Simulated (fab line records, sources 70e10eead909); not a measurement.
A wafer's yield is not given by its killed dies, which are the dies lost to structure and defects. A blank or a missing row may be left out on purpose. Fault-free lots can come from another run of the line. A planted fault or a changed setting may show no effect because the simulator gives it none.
fab line records	flow nand-harc
record: lots: 11	wafers: 33	last-day: 33
route steps=1302 shown A_ONON_D2@546 A_CHANNEL_HOLE_D2@588
lots that met no fault: from a run of the same line without faults
start-h: hours from the record's opening day to when the first of the lot's shown wafers began	wait-h: hours since the lot's step before	" as in the row above	L1.1+2: several wafers, shown together as one row	- no value, or no start was given	* or withheld: withheld	< > ~ a bound
route shown NAME@n: a module of which the file shows steps, and the number in the route of the first	usual: the fault-free wafers' mean and standard deviation	same: alike in all rows	chamber/n: place in a boat	sites: per-site readings	_std_site: standard deviation across them	_edge_site: inner sites' mean taken away from outer sites' mean	radius-mm: how far each site lies from the wafer's centre	mask NAME#n: copy n	behind: the last tool/chamber to shape the wafer	hold: reason for holding the lot/hours on hold/outcome of the hold	device: the transistor (n, p or np) that didn't switch	end of line: at the end of the route, the tests of the same wafers	a step given without rows: its recipe and nothing more	killed: the dies lost at the first sort to structure and to defects; this is not the yield of the wafer	map: dies across one wafer; x = killed, . = not, _ = none there
set.NAME: the run value of the setting; set.NAME@STEP: its run value at that earlier step	model.NAME: the simulator's own value behind a step, which no gauge read
the route's steps for a sample of lots (tables are steps, rows are wafers)
services: a tool's chamber out of use, with start hour (start-h, from the record's first day; less than 0 if before it), hours out, and reason
== steps ==
step: NHARC_A_ONON_D2_THK_MEAS_02
recipe: thk-meas-gauge: ellipsometry
usual: thk-nm: 998/13
lot.wafer	tool	chamber	start-h	wait-h	thk-nm
L494.2	film-metro-01	-	263.83	-	992
L494.5	"	-	"	"	993
L494.6	"	-	"	"	994
L495.1	film-metro-02	-	284.74	-	1014
L495.3	"	-	"	"	1013
L495.5	"	-	"	"	1013
L503.1	film-metro-01	-	357.90	-	993
L503.2	"	-	"	"	995
L503.3	"	-	"	"	996
L505.1	film-metro-01	-	379.78	-	986
L505.2	"	-	"	"	985
L505.6	"	-	"	"	986
L511.2	film-metro-02	-	434.30	-	1011
L511.4	"	-	"	"	1011
L511.5	"	-	"	"	1010
L510.2	film-metro-01	-	434.33	-	1006
L510.3	"	-	"	"	1009
L510.6	"	-	"	"	1008
L512.2	film-metro-01	-	451.06	-	1000
L512.5	"	-	"	"	1001
L512.6	"	-	"	"	1001
L513.1	film-metro-01	-	463.65	-	984
L513.2	"	-	"	"	985
L513.4	"	-	"	"	985
L514.2	film-metro-02	-	471.93	-	1009
L514.4	"	-	"	"	1010
L514.5	"	-	"	"	1009
L515.2	film-metro-01	-	480.58	-	1002
L515.3	"	-	"	"	1001
L515.6	"	-	"	"	1002
L517.3	film-metro-02	-	504.33	-	1008
L517.5	"	-	"	"	1009
L517.6	"	-	"	"	1008
step: NHARC_A_ONON_D2_DEP_33
recipe: target-thk-a: 2000	temp-c: 400	pressure-torr: 6.5	rf-w: 900	teos-flow-sccm: 161.4	flow-sccm: 2650	target-thk-nm: 200	gas: O2	material: SiO2
usual: heater-power-outer-w: 314/60	heater-power-w: 568/81	rf-fwd-power-W: 898.5/2.7	showerhead-vpp-V: 1835/81	throttle-valve-pct: 15.8/0.59
lot.wafer	tool	chamber	start-h	wait-h	heater-power-outer-w	heater-power-w	rf-fwd-power-W	showerhead-vpp-V	throttle-valve-pct
L494.2	pecvd-01	1	276.05	0.4	346	663	899.5	1845	15.3
L494.6	"	0	"	"	254	482	897.4	1879	15.5
L494.5	"	1	"	"	350	693	898.5	1878	15.0
L495.1	pecvd-04	1	297.03	0.1	454	729	896.2	1928	15.8
L495.3	"	2	"	"	218	452	896.1	1788	17.2
L495.5	"	0	"	"	282	526	898.7	1812	15.5
L503.3	pecvd-04	1	372.02	0.1	451	743	904.8	1905	16.0
L503.2	"	2	"	"	247	508	904.7	1804	17.3
L503.1	"	0	"	"	225	447	1256.6	2135	16.0
L505.1	pecvd-04	0	392.04	0.1	236	462	1258.8	2196	15.6
L505.2	"	1	"	"	363	624	893.5	1919	16.1
L505.6	"	2	"	"	306	577	900.4	1815	16.9
L511.2	pecvd-01	0	446.62	0.1	297	540	900.0	1905	16.1
L511.4	"	1	"	"	308	592	902.7	1835	15.1
L511.5	"	2	"	"	308	567	901.5	1719	16.2
L510.2	pecvd-02	1	446.68	0.1	360	600	896.4	1719	15.4
L510.3	"	2	"	"	274	472	899.1	1801	15.7
L510.6	"	0	"	"	253	487	899.2	1978	15.9
L512.2	pecvd-04	0	463.84	0.1	353	641	894.4	1876	15.3
L512.6	"	1	"	"	450	732	898.4	1871	15.7
L512.5	"	2	"	"	264	502	900.9	1790	17.2
L513.2	pecvd-01	2	476.00	0.1	371	626	900.2	1677	16.2
L513.1	"	0	"	"	261	479	898.0	1903	16.1
L513.4	"	0	"	"	270	502	894.9	1913	16.5
L514.2	pecvd-04	2	483.96	0.1	267	520	898.1	1808	16.6
L514.5	"	2	"	"	269	518	897.7	1809	17.1
L514.4	"	0	"	"	363	613	899.9	1832	15.2
L515.2	pecvd-04	1	492.97	0.1	491	805	894.0	1949	15.4
L515.3	"	2	"	"	241	479	894.5	1775	17.0
L515.6	"	2	"	"	248	506	897.6	1816	17.0
L517.3	pecvd-01	0	517.36	0.1	230	445	897.1	1910	14.9
L517.6	"	1	"	"	283	572	898.6	1849	15.3
L517.5	"	2	"	"	318	579	896.7	1738	16.3
step: NHARC_A_ONON_D2_THK_MEAS_34
recipe: thk-meas-gauge: ellipsometry
usual: thk-nm: 200/3.3
lot.wafer	tool	chamber	start-h	wait-h	thk-nm
L494.2	film-metro-02	-	276.42	-	205
L494.5	"	-	"	"	204
L494.6	"	-	"	"	202
L495.1	film-metro-01	-	297.45	-	201
L495.3	"	-	"	"	197
L495.5	"	-	"	"	201
L503.1	film-metro-01	-	372.43	-	215
L503.2	"	-	"	"	197
L503.3	"	-	"	"	194
L505.1	film-metro-01	-	392.41	-	218
L505.2	"	-	"	"	196
L505.6	"	-	"	"	201
L511.2	film-metro-01	-	447.04	-	203
L511.4	"	-	"	"	205
L511.5	"	-	"	"	203
L510.2	film-metro-02	-	447.05	-	197
L510.3	"	-	"	"	199
L510.6	"	-	"	"	201
L512.2	film-metro-02	-	464.17	-	198
L512.5	"	-	"	"	202
L512.6	"	-	"	"	202
L513.1	film-metro-01	-	476.37	-	201
L513.2	"	-	"	"	203
L513.4	"	-	"	"	207
L514.2	film-metro-01	-	484.33	-	199
L514.4	"	-	"	"	199
L514.5	"	-	"	"	201
L515.2	film-metro-01	-	493.34	-	195
L515.3	"	-	"	"	196
L515.6	"	-	"	"	203
L517.3	film-metro-01	-	517.77	-	196
L517.5	"	-	"	"	198
L517.6	"	-	"	"	199
step: NHARC_A_CHANNEL_HOLE_D2_ETCH_34
recipe: target-depth-a: 1540	time-s: 77	cf4-flow-sccm: 100	chf3-flow-sccm: 30	ar-flow-sccm: 0	rf-w: 500	bias-w: 200	chemistry: CF4/CHF3
usual: drypump-motor-current-A: 5.7/0.43	oes-product-au: 0.960/0.022	rf-fwd-power-W: 496.0/2	rf-vpp-V: 370.2/2.8	showerhead-plenum-p-Torr: 1.56/0.08	throttle-valve-pct: 16.802/0.0088
lot.wafer	tool	chamber	start-h	wait-h	drypump-motor-current-A	oes-product-au	rf-fwd-power-W	rf-hours-counter-h	rf-vpp-V	showerhead-plenum-p-Torr	throttle-valve-pct
L494.2	rie-diel-13	3	-	-	5.9	0.949	498.5	4.3	368.3	1.49	16.797
L494.5	"	0	"	"	6.1	0.942	496.7	-	367.2	1.50	16.816
L494.6	"	1	"	"	5.7	0.962	500.7	-	372.6	1.65	16.797
L495.1	rie-diel-08	3	-	-	4.9	0.964	498.0	5.1	370.9	1.56	16.801
L495.3	"	0	"	"	5.5	0.964	493.3	5.4	369.3	1.52	16.800
L495.5	"	1	"	"	5.8	0.964	493.2	-	374.8	1.68	16.797
L503.3	rie-diel-13	2	-	-	5.2	0.963	497.2	1.6	367.5	1.47	16.799
L503.1	"	3	"	"	5.9	0.952	496.8	1.5	367.5	1.49	16.806
L503.2	"	0	"	"	6.1	0.958	495.6	0.9	369.0	1.50	16.807
L505.2	rie-diel-08	3	-	-	4.9	0.967	497.1	0.6	370.8	1.56	16.801
L505.1	"	0	"	"	5.5	0.977	493.6	0.7	368.6	1.52	16.795
L505.6	"	0	"	"	5.5	0.977	494.6	-	367.8	1.52	16.802
L511.4	rie-diel-09	0	-	-	5.9	0.958	499.0	9.7	369.4	1.50	16.790
L511.2	"	1	"	"	5.2	0.953	494.4	9.2	372.9	1.61	16.794
L511.5	"	0	"	"	5.9	0.967	499.2	-	367.3	1.50	16.799
L510.2	rie-diel-13	0	-	-	6.1	0.938	496.4	4.4	368.0	1.50	16.799
L510.3	"	1	"	"	5.6	0.937	494.6	5.1	374.3	1.65	16.792
L510.6	"	3	"	"	5.9	0.926	495.7	-	368.8	1.49	16.819
L512.2	rie-diel-08	2	-	-	5.5	0.972	498.5	4.6	377.1	1.68	16.809
L512.6	"	1	"	"	5.8	0.981	490.7	-	374.6	1.68	16.789
L512.5	"	2	"	"	5.4	0.974	497.8	-	375.3	1.68	16.808
L513.2	rie-diel-09	0	-	-	5.9	0.965	498.2	11.6	367.3	1.50	16.792
L513.4	"	1	"	"	5.2	0.932	494.1	10.7	371.5	1.61	16.817
L513.1	"	2	"	"	5.5	0.937	494.7	8.4	367.0	1.47	16.799
L514.2	rie-diel-13	3	-	-	5.9	0.944	497.4	5.3	367.6	1.49	16.811
L514.4	"	2	"	"	5.2	0.974	498.5	-	366.8	1.46	16.812
L514.5	"	3	"	"	5.9	0.939	497.7	-	367.4	1.49	16.796
L515.3	rie-diel-08	3	-	-	5.0	0.967	496.3	6.1	369.5	1.55	16.804
L515.2	"	1	"	"	5.8	1.003	494.5	6.0	374.3	1.68	16.796
L515.6	"	0	"	"	5.5	0.981	495.0	-	368.7	1.51	16.797
L517.3	rie-diel-09	3	-	-	6.6	0.967	494.9	1.5	370.6	1.62	16.805
L517.5	"	2	"	"	5.5	0.960	495.3	-	366.7	1.46	16.785
L517.6	"	3	"	"	6.6	0.964	495.2	-	372.3	1.62	16.821
step: NHARC_A_CHANNEL_HOLE_D2_ETCH_20
recipe: bias-v: 3000	source-w: withheld	pressure-mtorr: 20	time-s: 361.9	ar-flow-sccm: 375	c4f8-flow-sccm: 89.3	o2-flow-sccm: 35.7	temp-c: -20	target-depth-a: 16000	chemistry: C4F8/O2/Ar
usual: drypump-motor-current-A: 5.83/0.19	showerhead-plenum-p-Torr: 3.69/0.1	throttle-valve-pct: 32.156/0.0092
lot.wafer	tool	chamber	start-h	wait-h	drypump-motor-current-A	rf-hours-counter-h	showerhead-plenum-p-Torr	throttle-valve-pct
L494.2	har-etch-02	1	280.99	0.1	6.02	354	3.40	32.133
L494.5	"	1	"	"	6.03	-	3.40	32.148
L494.6	"	0	"	"	5.66	-	3.66	32.158
L495.1	har-etch-01	1	302.43	0.1	5.69	161	3.70	32.162
L495.3	"	0	"	"	6.06	-	3.70	32.160
L495.5	"	1	"	"	5.68	-	3.70	32.151
L503.2	har-etch-01	1	378.55	0.1	5.66	206	3.67	32.159
L503.1	"	0	"	"	6.07	206	3.67	32.152
L503.3	"	1	"	"	5.66	-	3.67	32.170
L505.1	har-etch-01	0	397.26	0.1	6.06	222	3.67	32.160
L505.2	"	1	"	"	5.69	222	3.67	32.155
L505.6	"	1	"	"	5.68	-	3.67	32.154
L511.2	har-etch-01	0	451.12	0.1	6.08	252	3.65	32.144
L511.4	"	1	"	"	5.66	-	3.65	32.147
L511.5	"	1	"	"	5.67	-	3.65	32.148
L510.2	har-etch-02	1	451.91	0.1	6.01	35	3.89	32.161
L510.3	"	1	"	"	6.02	-	3.89	32.167
L510.6	"	0	"	"	5.63	-	3.61	32.151
L512.2	har-etch-01	1	472.62	0.3	5.68	-	3.64	32.158
L512.5	"	1	"	"	5.68	-	3.64	32.153
L512.6	"	1	"	"	5.67	-	3.64	32.173
L513.1	har-etch-02	1	481.91	0.1	6.02	50	3.88	32.149
L513.2	"	0	"	"	5.66	50	3.60	32.163
L513.4	"	1	"	"	6.00	-	3.88	32.155
L514.2	har-etch-02	0	498.08	0.1	5.68	61	3.60	32.152
L514.4	"	1	"	"	6.00	-	3.88	32.152
L514.5	"	0	"	"	5.66	-	3.60	32.145
L515.2	har-etch-01	0	499.40	0.1	6.03	271	3.64	32.160
L515.3	"	0	"	"	6.02	-	3.64	32.148
L515.6	"	1	"	"	5.69	-	3.63	32.175
L517.3	har-etch-01	1	525.00	0.2	5.64	-	3.62	32.152
L517.6	"	0	"	"	6.07	-	3.63	32.149
L517.5	"	1	"	"	5.66	-	3.62	32.143
== services ==
tool	chamber	start-h	hours	kind
pecvd-04	-	269.41	13.0	pm
rie-diel-09	2	283.09	1.7	repair
rie-diel-09	2	297.40	4.5	repair
pecvd-01	-	311.16	13.0	pm
rie-diel-09	-	320.10	9.0	pm
rie-diel-08	-	328.04	0.8	repair
pecvd-04	2	331.74	12.7	repair
rie-diel-13	-	342.01	9.0	pm
rie-diel-08	1	350.06	6.4	repair
rie-diel-08	-	368.24	9.0	pm
har-etch-02	-	377.00	17.0	pm
pecvd-02	-	408.33	13.0	pm
rie-diel-09	-	412.56	0.1	repair
rie-diel-09	2	432.76	7.1	repair
pecvd-04	-	450.41	13.0	pm
rie-diel-08	1	457.69	7.4	repair
rie-diel-13	3	459.30	23.3	repair
rie-diel-13	0	477.46	19.5	repair
pecvd-01	-	492.18	13.0	pm
rie-diel-09	3	493.69	24.5	repair
rie-diel-09	-	497.10	9.0	pm
pecvd-04	-	505.78	0.5	repair
rie-diel-09	0	511.05	5.9	repair
rie-diel-13	-	519.01	9.0	pm
== key ==
first-sign: step: NHARC_A_ONON_D2_DEP_33	reading: rf-fwd-power-W	direction: up	sigmas: 99+	usual: *	struck: *
effect: step: NHARC_A_ONON_D2_DEP_33	reading: showerhead-vpp-V	direction: up	sigmas: 4.1	usual: 1835	struck: 2166
effect: step: NHARC_A_ONON_D2_THK_MEAS_34	reading: thk-nm	direction: up	sigmas: 5.1	usual: 200	struck: 217
met-at NHARC_A_ONON_D2_DEP_33
struck-lots L503,L505
struck-wafers L503.1,L505.1
tester-left-out L503,L505
not-acting-at NHARC_A_ONON_D2_THK_MEAS_02,NHARC_A_CHANNEL_HOLE_D2_ETCH_34,NHARC_A_CHANNEL_HOLE_D2_ETCH_20
onset-between 297.03 372.02
fault: kind: process-parameter-drift	tool: pecvd-04	chamber: 0	onset-h: 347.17	steps: NHARC_A_ONON_D2_DEP_33	channel: rf-w	offset: *	shape: step	end-h: 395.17	acts-in: *	stated: *
tester-left-out: of these lots the tester's yield and bins aren't shown, on N5 and GAA mostly nor the transistor test; their killed dies are dies lost to structure and defects alone, not to doping, threshold or leakage, so they don't give the yield
